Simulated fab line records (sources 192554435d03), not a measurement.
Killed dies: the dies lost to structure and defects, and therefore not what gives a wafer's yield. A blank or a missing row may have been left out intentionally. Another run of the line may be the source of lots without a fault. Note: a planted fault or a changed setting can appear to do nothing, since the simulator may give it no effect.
Split-lot experiment :: flow n5 finfet :: route with 1938 steps; 7 lots, 39 wafers read

== ON THE SPLIT ==
At N5_FIN_SAQP_ETCH_52 (etches SOC in N2/H2, target depth 100 nm, overetch 20 nm, time 150 s), the setting source w was moved away from the recipe's 840 W on 15 of the 39 wafers read, by -18.2% to +15.8%. For the rest of the wafers, this setting stayed at what the recipe calls for.

The reading comes from the split's own step.

== THE READING ==
rf vpp V, in V, at N5_FIN_SAQP_ETCH_52 (etches SOC in N2/H2, target depth 100 nm, overetch 20 nm, time 150 s). A value of 524.3 V with a standard deviation of 1.8 V is what fault-free wafers of this fab line usually give.

wafer: L076.1
tool, chamber at the split: rie diel-05, 2
source w as run, W: 840
against the recipe: recipe
rf vpp V, V: 524.7
against lot-mates on the recipe: -

wafer: L076.2
tool, chamber at the split: rie diel-05, 0
source w as run, W: 840
against the recipe: recipe
rf vpp V, V: 524.2
against lot-mates on the recipe: -

wafer: L076.3
tool, chamber at the split: rie diel-05, 3
source w as run, W: 840
against the recipe: recipe
rf vpp V, V: 526.4
against lot-mates on the recipe: -

wafer: L076.4
tool, chamber at the split: rie diel-05, 1
source w as run, W: 840
against the recipe: recipe
rf vpp V, V: 522.2
against lot-mates on the recipe: -

wafer: L076.5
tool, chamber at the split: rie diel-05, 2
source w as run, W: 840
against the recipe: recipe
rf vpp V, V: 525.4
against lot-mates on the recipe: -

wafer: L076.6
tool, chamber at the split: rie diel-05, 1
source w as run, W: 840
against the recipe: recipe
rf vpp V, V: 524.2
against lot-mates on the recipe: -

wafer: L078.1
tool, chamber at the split: rie diel-05, 1
source w as run, W: 840
against the recipe: recipe
rf vpp V, V: 524.8
against lot-mates on the recipe: -

wafer: L078.3
tool, chamber at the split: rie diel-05, 2
source w as run, W: 840
against the recipe: recipe
rf vpp V, V: 524.9
against lot-mates on the recipe: -

wafer: L078.6
tool, chamber at the split: rie diel-05, 0
source w as run, W: 840
against the recipe: recipe
rf vpp V, V: 525.6
against lot-mates on the recipe: -

wafer: L082.1
tool, chamber at the split: rie diel-05, 2
source w as run, W: 840
against the recipe: recipe
rf vpp V, V: 524.5
against lot-mates on the recipe: -

wafer: L082.2
tool, chamber at the split: rie diel-05, 0
source w as run, W: 972.6
against the recipe: +15.8%
rf vpp V, V: 499.6
against lot-mates on the recipe: -24.9

wafer: L082.3
tool, chamber at the split: rie diel-05, 1
source w as run, W: 840
against the recipe: recipe
rf vpp V, V: 524.3
against lot-mates on the recipe: -

wafer: L082.4
tool, chamber at the split: rie diel-05, 0
source w as run, W: 972.6
against the recipe: +15.8%
rf vpp V, V: 499.2
against lot-mates on the recipe: -25.3

wafer: L082.5
tool, chamber at the split: rie diel-05, 2
source w as run, W: 972.6
against the recipe: +15.8%
rf vpp V, V: 498.9
against lot-mates on the recipe: -25.6

wafer: L082.6
tool, chamber at the split: rie diel-05, 1
source w as run, W: 840
against the recipe: recipe
rf vpp V, V: 524.6
against lot-mates on the recipe: -

wafer: L090.1
tool, chamber at the split: rie diel-05, 1
source w as run, W: 840
against the recipe: recipe
rf vpp V, V: 524.1
against lot-mates on the recipe: -

wafer: L090.2
tool, chamber at the split: rie diel-05, 0
source w as run, W: 888.1
against the recipe: +5.7%
rf vpp V, V: 514.0
against lot-mates on the recipe: -10.0

wafer: L090.3
tool, chamber at the split: rie diel-05, 2
source w as run, W: 840
against the recipe: recipe
rf vpp V, V: 523.2
against lot-mates on the recipe: -

wafer: L090.4
tool, chamber at the split: rie diel-05, 2
source w as run, W: 888.1
against the recipe: +5.7%
rf vpp V, V: 512.8
against lot-mates on the recipe: -11.2

wafer: L090.5
tool, chamber at the split: rie diel-05, 1
source w as run, W: 840
against the recipe: recipe
rf vpp V, V: 524.6
against lot-mates on the recipe: -

wafer: L090.6
tool, chamber at the split: rie diel-05, 0
source w as run, W: 888.1
against the recipe: +5.7%
rf vpp V, V: 513.9
against lot-mates on the recipe: -10.1

wafer: L093.1
tool, chamber at the split: rie diel-06, 2
source w as run, W: 840
against the recipe: recipe
rf vpp V, V: 522.3
against lot-mates on the recipe: -

wafer: L093.2
tool, chamber at the split: rie diel-06, 1
source w as run, W: 763.1
against the recipe: -9.2%
rf vpp V, V: 541.9
against lot-mates on the recipe: +18.6

wafer: L093.3
tool, chamber at the split: rie diel-06, 3
source w as run, W: 763.1
against the recipe: -9.2%
rf vpp V, V: 540.8
against lot-mates on the recipe: +17.5

wafer: L093.4
tool, chamber at the split: rie diel-06, 0
source w as run, W: 763.1
against the recipe: -9.2%
rf vpp V, V: 543.0
against lot-mates on the recipe: +19.7

wafer: L093.5
tool, chamber at the split: rie diel-06, 1
source w as run, W: 840
against the recipe: recipe
rf vpp V, V: 524.7
against lot-mates on the recipe: -

wafer: L093.6
tool, chamber at the split: rie diel-06, 2
source w as run, W: 840
against the recipe: recipe
rf vpp V, V: 523.0
against lot-mates on the recipe: -

wafer: L095.1
tool, chamber at the split: rie diel-06, 1
source w as run, W: 840
against the recipe: recipe
rf vpp V, V: 526.2
against lot-mates on the recipe: -

wafer: L095.2
tool, chamber at the split: rie diel-06, 3
source w as run, W: 840
against the recipe: recipe
rf vpp V, V: 522.4
against lot-mates on the recipe: -

wafer: L095.3
tool, chamber at the split: rie diel-06, 2
source w as run, W: 687
against the recipe: -18.2%
rf vpp V, V: 557.5
against lot-mates on the recipe: +33.3

wafer: L095.4
tool, chamber at the split: rie diel-06, 0
source w as run, W: 840
against the recipe: recipe
rf vpp V, V: 523.9
against lot-mates on the recipe: -

wafer: L095.5
tool, chamber at the split: rie diel-06, 3
source w as run, W: 687
against the recipe: -18.2%
rf vpp V, V: 559.6
against lot-mates on the recipe: +35.4

wafer: L095.6
tool, chamber at the split: rie diel-06, 2
source w as run, W: 687
against the recipe: -18.2%
rf vpp V, V: 560.8
against lot-mates on the recipe: +36.6

wafer: L097.1
tool, chamber at the split: rie diel-02, 3
source w as run, W: 840
against the recipe: recipe
rf vpp V, V: 529.4
against lot-mates on the recipe: -

wafer: L097.2
tool, chamber at the split: rie diel-02, 2
source w as run, W: 928.3
against the recipe: +10.5%
rf vpp V, V: 507.2
against lot-mates on the recipe: -22.0

wafer: L097.3
tool, chamber at the split: rie diel-02, 3
source w as run, W: 840
against the recipe: recipe
rf vpp V, V: 529.8
against lot-mates on the recipe: -

wafer: L097.4
tool, chamber at the split: rie diel-02, 2
source w as run, W: 928.3
against the recipe: +10.5%
rf vpp V, V: 507.7
against lot-mates on the recipe: -21.5

wafer: L097.5
tool, chamber at the split: rie diel-02, 3
source w as run, W: 840
against the recipe: recipe
rf vpp V, V: 528.5
against lot-mates on the recipe: -

wafer: L097.6
tool, chamber at the split: rie diel-02, 2
source w as run, W: 928.3
against the recipe: +10.5%
rf vpp V, V: 507.4
against lot-mates on the recipe: -21.8

FIT RESULTS
A straight line over all 39 wafers: rf vpp V changes by -1.78 V for each +1% of source w; r = -0.99; the points scatter about the line by 1.9 V.
The same after taking each lot's own level away (the mean of its wafers on the recipe; 39 wafers): -1.85 V for each +1%; r = -0.99; scatter 1.7 V.
The reading moves by 34 V for the largest change in source w, on that fit.
The span of the lots' own levels, 523.33 to 529.23 V, comes to 3.3 times the standard deviation stated above.
Consequently the slope shifts little with the lot-to-lot level, the two slopes agreeing.
Check: +34.3 V against its lot-mates is what the line predicts for one of the wafers moved furthest among these (-18.2%) when that wafer is left out of the fit. Against them it came out at +33.3 V.
Tool readings at the split's step, against how far the setting was moved: rf vpp V r = -0.99.

== FURTHER SPLITS ON THESE WAFERS ==
Other splits were also applied to these wafers ahead of the reading. Each is held against what the fit with the lots' levels taken away leaves over:
other split on the same wafers: N5_WELL_APT_EPI_41 time s
wafers away from the commonest value: 9
r with rf vpp V (lot level and that fit taken away): +0.51

== THE WHOLE CHAIN: every reading that the file lists as answering this split, in the file's order ==
step: N5_FIN_SAQP_ETCH_52
what it does: etches SOC in N2/H2, target depth 100 nm, overetch 20 nm, time 150 s
reading: rf vpp V
change (the file's fit): -1.85 V for each +1% of the setting
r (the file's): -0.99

step: N5_FIN_SAQP_ETCH_52
what it does: etches SOC in N2/H2, target depth 100 nm, overetch 20 nm, time 150 s
reading: SiARC_of_FIN_SAQP_COAT_50.thk nm (the simulator's own value, which no gauge read)
change (the file's fit): -0.0289 nm for each +1% of the setting
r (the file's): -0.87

== THE FILE'S OWN FIT ==
rf vpp V changes by -1.85 V for each +1% of source w, r = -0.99.
